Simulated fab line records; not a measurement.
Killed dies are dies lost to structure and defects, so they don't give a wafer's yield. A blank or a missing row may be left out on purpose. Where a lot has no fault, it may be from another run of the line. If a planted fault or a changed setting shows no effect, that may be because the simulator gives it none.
Struck lot and sound lot, side by side ; flow nandHarc ; 40 steps out of a route of 1302
Sound: the wafers L758.3, L758.4, L758.5. Struck: wafers L759.1, L759.6. (L759.3 of the same lot was not struck and is left out.) The cause comes at the end.
Per side, at each step with rows, come the tool, then ch with its chambers, and then its first start. Under that, the readings that differ: sound wafers ; struck wafers ; difference of the means ; sigmas: that difference in standard deviations of wafers without a fault.
alike: words and numbers the same on both sides, and readings whose means are apart by under 2 such deviations; not compared: readings that were withheld, readings missing a value for some wafer, numbers with overlapping values and no deviation given by the record, and bounds like >300 which may hide the same value.
The two part at a step that has a row with sigmas, a row that says differs or no value, or rows on one side only. When numbers do not overlap yet have no deviation, they are printed without sigmas and do not part them. A reading that every wafer of one side lacks parts them only if that side has two wafers or more.

first, 1 step without rows for these wafers: NHARC_A_BONDPAD_HARDBAKE_10 (time 65 s).
NHARC_A_BONDPAD_DESCUM_11: chemistry O2, time 3 s.
  sound on rieDiel-04 ch 1,2, day 24 05:01; struck on rieDiel-04 ch 2, day 25 08:44
  alike: drypumpMotorCurrentA, oesProductAu, rfVppV, showerheadPlenumPTorr, throttleValvePct
  not compared: rfHoursCounterH
then, 1 step without rows for these wafers: NHARC_A_BONDPAD_ETCH_34 (etches the open film in N2/H2, target depth 60 nm, overetch 18 nm, time 65.91 s).
NHARC_A_BONDPAD_ETCH_12: etches the open film in CHF3/O2, target depth 220 nm, time 110 s.
  sound on rieDiel-04 ch 0,1,3; struck on rieDiel-04 ch 0,1
  alike: chf3FlowSccm, drypumpMotorCurrentA, oesProductAu, rfVppV, showerheadPlenumPTorr, throttleValvePct
  not compared: rfHoursCounterH
NHARC_A_BONDPAD_CD_MEAS_13:
  sound on cdSem-01, day 24 05:20; struck on cdSem-03, day 25 09:03
  alike: cdNm
then, 4 steps without rows for these wafers: NHARC_A_BONDPAD_STRIP_15 (strips in O2); NHARC_A_BONDPAD_ETCH_24 (etches the open film in CF4/N2, target depth 30 nm, time 72.99 s); NHARC_A_BONDPAD_STRIP_16 (strips in post etch residue remover, time 600 s); NHARC_A_BONDPAD_DEGAS_25 (time 60 s).
NHARC_A_BONDPAD_PRE_CLEAN_26: time 30 s.
  sound on pvdSputter-01; struck on pvdSputter-03
  alike: heaterPowerW
then, 2 steps without rows for these wafers: NHARC_A_BONDPAD_PVD_17 (deposits TaN, target thk 5 nm, time 8.06 s); NHARC_A_BONDPAD_PVD_27 (deposits Cu, target thk 30 nm, time 20.49 s).
NHARC_A_BONDPAD_ECD_18: material Cu, target thk 400 nm.
  sound on ecdCu-01 ch 0,1, day 24 06:25; struck on ecdCu-01 ch 0,1, day 25 10:05
then, 3 steps without rows for these wafers: NHARC_A_BONDPAD_ANNEAL_28 (time 90 s); NHARC_A_BONDPAD_CMP_19 (polishes, t overpolish 30 s, cu recess touch 16 s, target thk 169.82 nm); NHARC_A_BONDPAD_SRD_21 (time 30 s, dry time 20 s).
NHARC_A_BONDPAD_INSPECT_23:
  sound on defectInspect-01, day 24 07:35; struck on defectInspect-01, day 25 11:20
reading;sound;struck;difference;sigmas
rawDefectCount;468 926 595;431 367;-264;-2
then, 5 steps without rows for these wafers: NHARC_HYBRID_BOND_ACTIVATE_00 (chemistry N2, time 60 s); NHARC_HYBRID_BOND_PRECLEAN_01 (cleans in DIW, time 300 s); NHARC_HYBRID_BOND_SRD_02 (time 30 s, dry time 20 s); NHARC_HYBRID_BOND_BOND_03; NHARC_HYBRID_BOND_ANNEAL_04 (time 7200 s).
NHARC_HYBRID_BOND_OVL_MEAS_05:
  the record has rows for the sound wafers here (overlay-01, day 24 14:07) and none for the struck ones
NHARC_HYBRID_BOND_INSPECT_06: inspects for defects (ir void).
  the record has rows for the sound wafers here (defectInspect-01, day 24 14:11) and none for the struck ones
next, for these wafers, 1 step has no rows: NHARC_THIN_TSV_GRIND_00.
NHARC_THIN_TSV_CMP_01: polishes.
  the record has rows for the sound wafers here (cmp-01 ch 0,1,2, day 24 16:44) and none for the struck ones
NHARC_THIN_TSV_THK_MEAS_02: measures by ir.
  the record has rows for the sound wafers here (filmMetro-02, day 24 17:00) and none for the struck ones
then, 3 steps without rows for these wafers: NHARC_THIN_TSV_SRD_03; NHARC_THIN_TSV_PRECLEAN_41 (cleans in SC1); NHARC_THIN_TSV_SRD_42.
NHARC_THIN_TSV_DEP_43: deposits SiO2, target thk 1328.5 nm.
  the record has rows for the sound wafers here (pecvd-04 ch 0,1,2, day 24 17:16) and none for the struck ones
then, 8 steps without rows for these wafers: NHARC_THIN_TSV_DEHYDRATE_04 (time 120 s); NHARC_THIN_TSV_HMDS_05 (time 30 s); NHARC_THIN_TSV_COAT_06; NHARC_THIN_TSV_SOFTBAKE_07 (time 95 s); NHARC_THIN_TSV_EBR_08; NHARC_THIN_TSV_EXPOSE_09 (exposes mask TSV); NHARC_THIN_TSV_PEB_10 (peb time 85 s); NHARC_THIN_TSV_DEVELOP_11 (time 70 s).
NHARC_END_SORT_01:
  at this point the record logs the struck wafers (prober-02 ch 0, day 26 14:36) and has no rows for the sound ones

## WHERE THEY PART
At NHARC_A_BONDPAD_INSPECT_23 first; at NHARC_END_SORT_01 last (within this record only).

WHY: the cause the simulator had injected
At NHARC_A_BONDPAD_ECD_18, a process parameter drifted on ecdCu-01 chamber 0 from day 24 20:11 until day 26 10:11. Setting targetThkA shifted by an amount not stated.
